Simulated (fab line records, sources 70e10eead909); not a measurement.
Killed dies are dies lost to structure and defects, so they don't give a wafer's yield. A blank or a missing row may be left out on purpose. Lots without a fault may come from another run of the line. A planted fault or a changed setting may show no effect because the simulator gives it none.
fab line records | flow nand_harc
record lots=7 wafers=21 last_day=26
route steps=1159 shown A_M1@1028 END@1159
lots that met no fault: from a run of the same line without faults
start_h: hours from the record's first day to the start of the lot's first wafer shown | wait_h: hours since the lot's step before | " the same as in the row above | L1.1+2: a row that stands for several wafers | - no value, or no start given | * or withheld: withheld | < > ~ a bound
route shown NAME@n: a module of which the file shows steps, and the number in the route of the first | usual: mean/standard deviation of fault-free wafers | same: alike in all rows | chamber/n: place in a boat | sites: the reading at each site | _std_site: their standard deviation | _edge_site: outer sites' mean less inner sites' | radius_mm: how far each site lies from the wafer's centre | mask NAME#n: copy n | behind: the tool/chamber that last shaped the wafer | hold: why the lot was held/for how many hours/how that ended | device: the transistor (n, p or np) that didn't switch | end of line: the same wafers' tests at the end of the route | a step without rows: its recipe alone | killed: dies lost to structure and defects at the first sort, not the wafer's yield | map: a wafer's dies, x killed, . not, _ none there
set.NAME: the setting as run; set.NAME@STEP: as run at that earlier step | model.NAME: the simulator's own value behind a step, which no gauge read
lots at some steps of the route; a table a step, a row a wafer
services: from which hour (start_h, from the record's first day; less than 0 if before it) a tool's chamber was out of use, for how many hours, and why
## steps
# step NHARC_A_M1_HMDS_02
# recipe time_s=30
# step NHARC_A_M1_COAT_34
# recipe temp_c=200 time_s=65
# step NHARC_A_M1_COAT_03
# recipe spin_rpm=1500 resist_thk_nm=90
# step NHARC_A_M1_SOFTBAKE_04
# recipe temp_c=105 time_s=55
# step NHARC_A_M1_EBR_05
# step NHARC_A_M1_EXPOSE_06
# recipe na=1.35 target_cd_nm=120 dose_mj=75.13 mask_id=A_M1
# step NHARC_A_M1_PEB_07
# recipe peb_temp_c=100 peb_time_s=65
# step NHARC_A_M1_DEVELOP_08
# recipe develop_time_s=35 dev_temp_c=23
# step NHARC_A_M1_CD_MEAS_09
# recipe target_cd_nm=120 landing_energy_ev=500
# usual cd_nm=119.8/0.65
# columns lot.wafer tool chamber start_h wait_h cd_nm
L279.1 cd_sem-01 0 416.57 - 119.8
L279.3 " 0 " " 120.3
L279.4 " 0 " " 120.1
L284.3 cd_sem-02 0 420.51 - 119.2
L284.5 " 0 " " 120.3
L284.6 " 0 " " 120.0
L290.1 cd_sem-01 0 472.33 - 120.4
L290.2 " 0 " " 120.4
L290.3 " 0 " " 121.0
L291.1 cd_sem-01 0 472.84 - 120.7
L291.4 " 0 " " 120.1
L291.6 " 0 " " 119.4
L295.1 cd_sem-02 0 489.18 - 120.3
L295.2 " 0 " " 119.4
L295.6 " 0 " " 120.8
L294.1 cd_sem-03 0 495.72 - 119.8
L294.4 " 0 " " 119.7
L294.6 " 0 " " 119.7
L302.1 cd_sem-02 0 541.67 - 120.8
L302.4 " 0 " " 120.7
L302.5 " 0 " " 120.0
# step NHARC_A_M1_OVL_MEAS_10
# recipe pitch_nm=240
# usual overlay_x_nm=-0.1/0.8 overlay_y_nm=0.0/0.81
# columns lot.wafer tool chamber start_h wait_h overlay_x_nm overlay_y_nm
L279.1 overlay-01 - 416.66 - 0.1 0.1
L279.3 " - " " 0.2 -0.3
L279.4 " - " " 0.2 -0.7
L284.3 overlay-02 - 420.59 - 0.1 -0.4
L284.5 " - " " 0.4 0.4
L284.6 " - " " 0.9 -0.3
L290.1 overlay-02 - 472.42 - 0.3 0.2
L290.2 " - " " 0.0 0.4
L290.3 " - " " 0.7 0.4
L291.1 overlay-01 - 472.92 - 0.2 0.6
L291.4 " - " " 0.6 0.5
L291.6 " - " " 0.3 0.1
L295.1 overlay-02 - 489.27 - 0.7 -1.2
L295.2 " - " " 1.1 -1.0
L295.6 " - " " 0.9 -1.6
L294.1 overlay-02 - 495.82 - 0.4 0.2
L294.4 " - " " 0.2 0.3
L294.6 " - " " 0.5 -0.2
L302.1 overlay-02 - 541.76 - 0.1 0.0
L302.4 " - " " -0.1 0.7
L302.5 " - " " -0.3 -0.1
# step NHARC_A_M1_INSPECT_11
# usual raw_defect_count=34/15
# columns lot.wafer tool chamber start_h wait_h raw_defect_count
L279.1 defect_inspect-01 - 416.69 0.0 34
L279.3 " - " " 37
L279.4 " - " " 36
L284.3 defect_inspect-01 - 420.63 0.0 27
L284.5 " - " " 37
L284.6 " - " " 37
L290.1 defect_inspect-02 - 472.46 0.0 50
L290.2 " - " " 49
L290.3 " - " " 53
L291.1 defect_inspect-01 - 472.96 0.0 35
L291.4 " - " " 35
L291.6 " - " " 31
L295.1 defect_inspect-02 - 489.31 0.0 46
L295.2 " - " " 56
L295.6 " - " " 45
L294.1 defect_inspect-02 - 495.86 0.0 24
L294.4 " - " " 21
L294.6 " - " " 17
L302.1 defect_inspect-01 - 541.79 0.0 50
L302.4 " - " " 40
L302.5 " - " " 34
# step NHARC_A_M1_DESCUM_14
# recipe time_s=3 o2_flow_sccm=200 ar_flow_sccm=0 bias_power_w=0 chemistry=O2
# usual drypump_motor_current_A=5.7/0.4 oes_product_au=1.003/0.0082 rf_vpp_V=57.8/0.9 showerhead_plenum_p_Torr=1.91/0.077 throttle_valve_pct=11.311/0.0095
# same time_s=3
# columns lot.wafer tool chamber start_h wait_h drypump_motor_current_A oes_product_au rf_hours_counter_h rf_vpp_V showerhead_plenum_p_Torr throttle_valve_pct
L279.1 rie_diel-03 0 416.75 0.1 5.1 0.995 1 57.0 1.84 11.333
L279.3 " 2 " " 5.4 0.998 2 59.0 2.01 11.302
L279.4 " 0 " " 5.1 0.989 - 57.8 1.84 11.312
L284.3 rie_diel-08 2 420.70 0.1 5.6 1.009 7 57.5 1.92 11.339
L284.6 " 1 " " 5.3 0.998 - 57.0 1.85 11.316
L284.5 " 2 " " 5.6 0.999 - 56.5 1.92 11.312
L290.2 rie_diel-08 1 472.53 0.1 5.4 0.997 10 58.2 1.85 11.302
L290.3 " 2 " " 5.6 1.008 10 57.5 1.92 11.320
L290.1 " 3 " " 6.5 1.008 9 57.4 1.86 11.303
L291.1 rie_diel-08 2 473.03 0.1 5.6 0.998 10 57.7 1.92 11.310
L291.4 " 3 " " 6.5 1.019 9 57.2 1.86 11.311
L291.6 " 1 " " 5.3 0.999 - 56.8 1.85 11.324
L295.1 rie_diel-08 1 489.37 0.1 5.3 1.014 0 57.9 1.85 11.308
L295.2 " 3 " " 6.5 0.992 0 57.0 1.86 11.307
L295.6 " 1 " " 5.3 1.011 - 56.8 1.85 11.299
L294.1 rie_diel-03 1 495.93 0.1 6.0 0.993 9 58.1 1.78 11.326
L294.6 " 3 " " 5.6 0.987 - 58.3 2.00 11.296
L294.4 " 1 " " 6.0 1.005 - 56.9 1.78 11.302
L302.1 rie_diel-04 1 541.88 0.1 6.3 1.007 2 58.2 1.95 11.301
L302.5 " 2 " " 5.8 1.023 - 56.8 2.00 11.307
L302.4 " 1 " " 6.4 1.002 - 57.8 1.95 11.314
# step NHARC_A_M1_ETCH_35
# recipe target_depth_a=400 overetch_a=120 time_s=43.94 ion_energy_ev=200 n2_flow_sccm=150 h2_flow_sccm=150 ar_flow_sccm=0 rf_w=400 bias_w=150 chemistry=N2/H2
# usual drypump_motor_current_A=5.7/0.42 oes_product_au=1.003/0.0084 rf_vpp_V=430.3/2.6 showerhead_plenum_p_Torr=2.03/0.085 throttle_valve_pct=14.172/0.0092
# same time_s=43.94
# columns lot.wafer tool chamber start_h wait_h drypump_motor_current_A oes_product_au rf_hours_counter_h rf_vpp_V showerhead_plenum_p_Torr throttle_valve_pct
L279.1 rie_diel-03 0 416.86 0.1 5.1 0.999 1 429.8 1.96 14.168
L279.3 " 1 " " 6.0 0.990 1 427.1 1.89 14.173
L279.4 " 2 " " 5.5 0.993 - 432.6 2.14 14.164
L284.3 rie_diel-08 3 420.78 0.1 6.5 1.020 7 429.0 1.98 14.177
L284.6 " 2 " " 5.6 1.002 - 431.2 2.05 14.174
L284.5 " 3 " " 6.5 1.016 - 429.7 1.98 14.170
L290.2 rie_diel-08 3 472.61 0.1 6.5 0.829 9 430.2 1.98 14.162
L290.3 " 0 " " 5.7 0.817 10 431.8 2.10 14.172
L290.1 " 2 " " 5.6 0.819 10 429.9 2.04 14.181
L291.1 rie_diel-08 1 473.23 0.2 5.3 0.819 11 428.7 1.97 14.160
L291.4 " 3 " " 6.5 0.823 10 428.4 1.98 14.162
L291.6 " 0 " " 5.7 0.816 - 434.4 2.10 14.184
L295.2 rie_diel-08 3 489.46 0.1 6.5 0.810 0 428.2 1.98 14.176
L295.1 " 0 " " 5.7 0.818 0 431.4 2.10 14.165
L295.6 " 2 " " 5.6 0.815 - 430.9 2.04 14.160
L294.1 rie_diel-03 3 496.03 0.1 5.6 0.998 8 432.6 2.13 14.180
L294.6 " 2 " " 5.4 1.002 - 433.4 2.14 14.164
L294.4 " 3 " " 5.6 0.984 - 433.3 2.13 14.173
L302.1 rie_diel-04 2 541.97 0.1 5.8 1.011 2 433.3 2.14 14.164
L302.5 " 1 " " 6.3 1.009 - 431.5 2.08 14.179
L302.4 " 2 " " 5.8 1.014 - 433.0 2.14 14.174
# step NHARC_A_M1_ETCH_15
# recipe target_depth_a=1825 time_s=91.2 c4f8_flow_sccm=withheld ar_flow_sccm=400 rf_w=600 bias_w=300 chemistry=C4F8/Ar
# usual oes_product_au=0.955/0.022 rf_vpp_V=440.7/2.7
# same time_s=91.2
# columns lot.wafer tool chamber start_h wait_h oes_product_au rf_hours_counter_h rf_vpp_V
L279.1 rie_diel-03 0 - - 0.962 1 439.0
L279.3 " 1 " " 0.954 1 436.6
L279.4 " 2 " " 0.961 - 443.9
L284.3 rie_diel-08 0 - - 0.987 8 443.3
L284.5 " 0 " " 0.983 - 443.2
L284.6 " 1 " " 0.966 - 438.1
L290.1 rie_diel-08 2 - - 0.986 10 441.3
L290.3 " 3 " " 0.991 9 438.9
L290.2 " 0 " " 0.975 10 440.9
L291.4 rie_diel-08 0 - - 0.929 10 441.8
L291.1 " 1 " " 0.917 11 438.3
L291.6 " 1 " " 0.921 - 438.6
L295.2 rie_diel-08 1 - - 0.967 0 438.1
L295.1 " 3 " " 0.975 0 438.6
L295.6 " 1 " " 0.977 - 440.2
L294.1 rie_diel-03 3 - - 0.908 8 444.0
L294.4 " 2 " " 0.925 - 444.6
L294.6 " 1 " " 0.918 - 437.9
L302.1 rie_diel-04 3 - - 0.970 2 442.4
L302.4 " 3 " " 0.967 - 441.0
L302.5 " 1 " " 0.959 - 441.8
# step NHARC_END_SORT_01
# recipe temp_c=25
# usual defect_limited_yield=95.3/1.3 killed_at_array=28/9.1 killed_at_other=0.6/0.87 killed_at_periphery=3.4/2.7 killed_dies=32/9 killed_open=3.2/1.9 killed_short=2.0/1.3 sort_bin_2_pct=1.5/0.57 sort_bin_3_pct=0.26/0.22 sort_bin_4_pct=2.9/0.91 sort_n_pass=645/9 sort_rim_yield_pct=93/3.3 sort_yield_pct=95.3/1.3
# same gross_dies=677 sort_bin_5_pct[%]=0 sort_bin_6_pct[%]=0 sort_bin_7_pct[%]=0 sort_bin_8_pct[%]=0 sort_rim_n_gross=106.00
# columns lot.wafer tool chamber start_h wait_h defect_limited_yield[%] killed_at_array killed_at_other killed_at_periphery killed_dies killed_open killed_short sort_bin_2_pct[%] sort_bin_3_pct[%] sort_bin_4_pct[%] sort_n_pass sort_rim_yield_pct[%] sort_yield_pct[%]
L279.1 prober-02 0 452.02 2.5 95.3 29 0 3 32 1 1 1.6 0 3.1 645 91 95.3
L279.3 prober-02 0 453.64 3.1 95.4 28 1 2 31 3 0 1.3 0.30 3.0 646 92 95.4
L279.4 prober-02 0 454.45 3.4 96.2 25 0 1 26 1 0 1.3 0 2.5 651 91 96.2
L284.3 prober-02 0 477.01 3.1 95.9 27 0 1 28 2 2 1.0 0.30 2.8 649 94 95.9
L284.5 prober-02 0 478.60 3.7 95.4 29 1 1 31 7 2 1.3 0.15 3.1 646 93 95.4
L284.6 prober-02 0 479.40 4.0 96.0 24 2 1 27 4 3 1.9 0.30 1.8 650 93 96.0
L290.1 prober-02 0 541.07 2.5 93.4 40 0 5 45 5 0 1.9 0.30 4.4 632 89 93.4
L290.2 prober-02 0 541.88 2.8 93.9 38 0 3 41 5 2 2.1 0.30 3.7 636 89 93.9
L290.3 prober-02 0 542.69 3.1 93.8 40 1 1 42 3 4 1.9 0.74 3.5 635 89 93.8
L295.1 prober-02 0 548.97 2.5 94.4 36 0 2 38 4 1 2.4 0.59 2.7 639 92 94.4
L295.2 prober-02 0 549.77 2.8 92.8 47 1 1 49 3 3 3.2 0.15 3.8 628 89 92.8
L295.6 prober-02 0 552.98 4.0 93.9 39 1 1 41 2 3 1.3 0.74 4.0 636 89 93.9
L294.1 prober-02 0 556.80 2.5 95.3 21 0 11 32 3 2 1.8 0 3.0 645 93 95.3
L294.4 prober-02 0 559.17 3.4 95.0 19 3 12 34 2 2 2.1 0.15 2.8 643 96 95.0
L294.6 prober-02 0 560.76 4.0 96.0 17 2 8 27 2 4 1.5 0.15 2.4 650 95 96.0
L302.1 prober-02 0 611.40 2.5 93.5 43 0 1 44 1 1 1.3 0.15 5.0 633 93 93.5
L302.4 prober-02 0 613.83 3.4 94.5 33 0 4 37 4 2 1.3 0.74 3.4 640 94 94.5
L302.5 prober-02 0 614.64 3.7 95.0 30 0 4 34 3 4 0.9 0.59 3.5 643 95 95.0
# killed by level:class
L279.1 A_CHANNEL_HOLE_D1:chamber_film_flake=11 A_SLIT:chamber_film_flake=11 A_STAIRCASE:chamber_film_flake=4 P_ZERO_WELL:chamber_film_flake=2 A_CHANNEL_HOLE_D1:geometric_particle:short=1 A_M0:geometric_particle:open=1 P_STI:chamber_film_flake=1 A_CONTACT:chamber_film_flake=1
L279.3 A_SLIT:chamber_film_flake=10 A_CONTACT:chamber_film_flake=7 A_CHANNEL_HOLE_D1:chamber_film_flake=6 P_ZERO_WELL:chamber_film_flake=2 A_ONON_D1:geometric_particle:open=1 A_CONTACT:geometric_particle:open=1 A_M1:geometric_particle:open=1 A_STAIRCASE:chamber_film_flake=1
L279.4 A_CHANNEL_HOLE_D1:chamber_film_flake=11 A_SLIT:chamber_film_flake=9 A_STAIRCASE:chamber_film_flake=2 A_CONTACT:chamber_film_flake=2 A_M0:geometric_particle:open=1 P_STI:chamber_film_flake=1
L284.3 A_CHANNEL_HOLE_D1:chamber_film_flake=9 A_STAIRCASE:chamber_film_flake=6 A_CONTACT:chamber_film_flake=5 A_ZERO_WELL:chamber_film_flake=2 A_ONON_D1:geometric_particle:short=1 A_ONON_D1:geometric_particle:open=1 A_WL_FILL:geometric_particle:short=1 A_CONTACT:geometric_particle:open=1
L284.5 A_CHANNEL_HOLE_D1:chamber_film_flake=10 A_STAIRCASE:chamber_film_flake=5 A_CONTACT:chamber_film_flake=4 A_BLC:geometric_particle:open=2 A_M0:geometric_particle:open=2 A_ZERO_WELL:chamber_film_flake=2 A_SOURCE_PLATE:geometric_particle:open=1 A_ONON_D1:geometric_particle:open=1
L284.6 A_ZERO_WELL:chamber_film_flake=7 A_CHANNEL_HOLE_D1:chamber_film_flake=5 A_STAIRCASE:chamber_film_flake=4 A_CONTACT:chamber_film_flake=4 P_M0:geometric_particle:open=1 A_CHANNEL_HOLE_D1:geometric_particle:open=1 A_CHANNEL_FILL_D1:geometric_particle:short=1 A_CONTACT:geometric_particle:short=1
L290.1 A_CHANNEL_HOLE_D1:chamber_film_flake=14 A_SLIT:chamber_film_flake=14 A_CONTACT:chamber_film_flake=5 A_STAIRCASE:chamber_film_flake=3 P_GATE:geometric_particle:open=1 P_CONTACT:geometric_particle:open=1 P_M0:geometric_particle:open=1 A_CONTACT:geometric_particle:open=1
L290.2 A_SLIT:chamber_film_flake=11 A_CHANNEL_HOLE_D1:chamber_film_flake=9 A_STAIRCASE:chamber_film_flake=4 A_SGD_CUT:chamber_film_flake=4 A_CONTACT:chamber_film_flake=4 A_M0:geometric_particle:open=2 P_ZERO_WELL:chamber_film_flake=2 P_M1:geometric_particle:open=1
L290.3 A_SLIT:chamber_film_flake=16 A_CHANNEL_HOLE_D1:chamber_film_flake=12 A_CONTACT:chamber_film_flake=2 A_ONON_D1:geometric_particle:short=1 A_CHANNEL_FILL_D1:geometric_particle:short=1 A_SGD_CUT:geometric_particle:short=1 A_CONTACT:geometric_particle:open=1 A_CONTACT:geometric_particle:short=1
L295.1 A_SLIT:chamber_film_flake=15 A_CHANNEL_HOLE_D1:chamber_film_flake=5 A_CONTACT:chamber_film_flake=4 A_M1:chamber_film_flake=4 A_CONTACT:geometric_particle:open=3 A_WL_FILL:chamber_film_flake=2 P_GATE:geometric_particle:open=1 A_WL_FILL:geometric_particle:short=1
L295.2 A_SLIT:chamber_film_flake=15 A_CHANNEL_HOLE_D1:chamber_film_flake=11 A_CONTACT:chamber_film_flake=9 A_STAIRCASE:chamber_film_flake=4 A_ONON_D1:geometric_particle:open=2 A_M1:chamber_film_flake=2 A_SOURCE_PLATE:geometric_particle:short=1 A_ONON_D1:geometric_particle:short=1
L295.6 A_CHANNEL_HOLE_D1:chamber_film_flake=12 A_SLIT:chamber_film_flake=11 A_CONTACT:chamber_film_flake=7 A_M1:chamber_film_flake=4 A_WL_FILL:geometric_particle:short=2 A_ONON_D1:geometric_particle:short=1 A_BLC:geometric_particle:open=1 P_ZERO_WELL:chamber_film_flake=1
L294.1 A_CONTACT:chamber_film_flake=7 P_M0:chamber_film_flake=5 A_CHANNEL_HOLE_D1:chamber_film_flake=4 A_STAIRCASE:chamber_film_flake=4 A_WL_FILL:geometric_particle:short=2 P_STI:chamber_film_flake=2 A_ZERO_WELL:chamber_film_flake=2 P_GATE:geometric_particle:open=1
L294.4 A_CHANNEL_HOLE_D1:chamber_film_flake=9 P_M0:chamber_film_flake=5 A_CONTACT:chamber_film_flake=4 P_GATE:chamber_film_flake=3 A_STAIRCASE:chamber_film_flake=3 THIN_TSV:chamber_film_flake=3 P_M2:geometric_particle:short=1 A_ONON_D1:geometric_particle:open=1
L294.6 A_CHANNEL_HOLE_D1:chamber_film_flake=5 A_CONTACT:chamber_film_flake=5 P_M0:chamber_film_flake=4 P_BONDPAD:chamber_film_flake=2 A_ONON_D1:geometric_particle:short=1 A_CHANNEL_HOLE_D1:geometric_particle:short=1 A_CHANNEL_FILL_D1:geometric_particle:short=1 A_CHANNEL_FILL_D1:geometric_particle:open=1
L302.1 A_SLIT:chamber_film_flake=21 A_CHANNEL_HOLE_D1:chamber_film_flake=15 A_CONTACT:chamber_film_flake=4 P_CONTACT:geometric_particle:short=1 A_CHANNEL_FILL_D1:geometric_particle:open=1 A_CHANNEL_FILL_D1:chamber_film_flake=1 A_WL_FILL:chamber_film_flake=1
L302.4 A_SLIT:chamber_film_flake=15 A_CHANNEL_HOLE_D1:chamber_film_flake=10 A_STAIRCASE:chamber_film_flake=3 P_CONTACT:geometric_particle:open=1 P_M0:geometric_particle:short=1 P_M1:geometric_particle:open=1 A_SGD_CUT:geometric_particle:open=1 A_CONTACT:geometric_particle:short=1
L302.5 A_SLIT:chamber_film_flake=15 A_CHANNEL_HOLE_D1:chamber_film_flake=4 A_ONON_D1:geometric_particle:short=2 P_STI:chamber_film_flake=2 A_STAIRCASE:chamber_film_flake=2 A_CONTACT:chamber_film_flake=2 P_CONTACT:geometric_particle:open=1 A_ONON_D1:geometric_particle:open=1
## services
# columns tool chamber start_h hours kind
rie_diel-04 - 404.41 1.9 repair
rie_diel-08 2 405.79 2.6 repair
rie_diel-08 0 408.80 - clean
rie_diel-08 1 408.80 - clean
rie_diel-08 2 408.80 - clean
rie_diel-08 3 408.80 - clean
rie_diel-03 3 413.84 12.4 repair
rie_diel-04 1 430.49 14.9 repair
rie_diel-08 0 433.30 - clean
rie_diel-08 1 433.30 - clean
rie_diel-08 2 433.30 - clean
rie_diel-08 3 433.30 - clean
rie_diel-03 1 445.34 1.4 repair
rie_diel-08 0 457.80 - clean
rie_diel-08 1 457.80 - clean
rie_diel-08 2 457.80 - clean
rie_diel-08 3 457.80 - clean
rie_diel-04 2 458.16 1.5 repair
rie_diel-04 - 465.90 9.0 pm
rie_diel-08 - 478.92 9.0 pm
rie_diel-03 0 494.59 11.4 repair
rie_diel-08 - 500.66 4.3 repair
rie_diel-03 2 518.88 11.1 repair
rie_diel-04 0 537.69 8.3 repair
## key
first_sign step=NHARC_A_M1_ETCH_35 reading=oes_product_au direction=down sigmas=22 usual=1.003 struck=0.818
effect none on later readings
met_at NHARC_A_M1_ETCH_35
struck_wafers L290.1,L290.2,L290.3,L291.1,L291.4,L291.6,L295.1,L295.2,L295.6
onset_between 420.78 472.61
fault kind=process_parameter_drift tool=rie_diel-08 chamber=- onset_h=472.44 steps=NHARC_A_M1_ETCH_35 channel=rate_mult offset=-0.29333 shape=step end_h=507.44
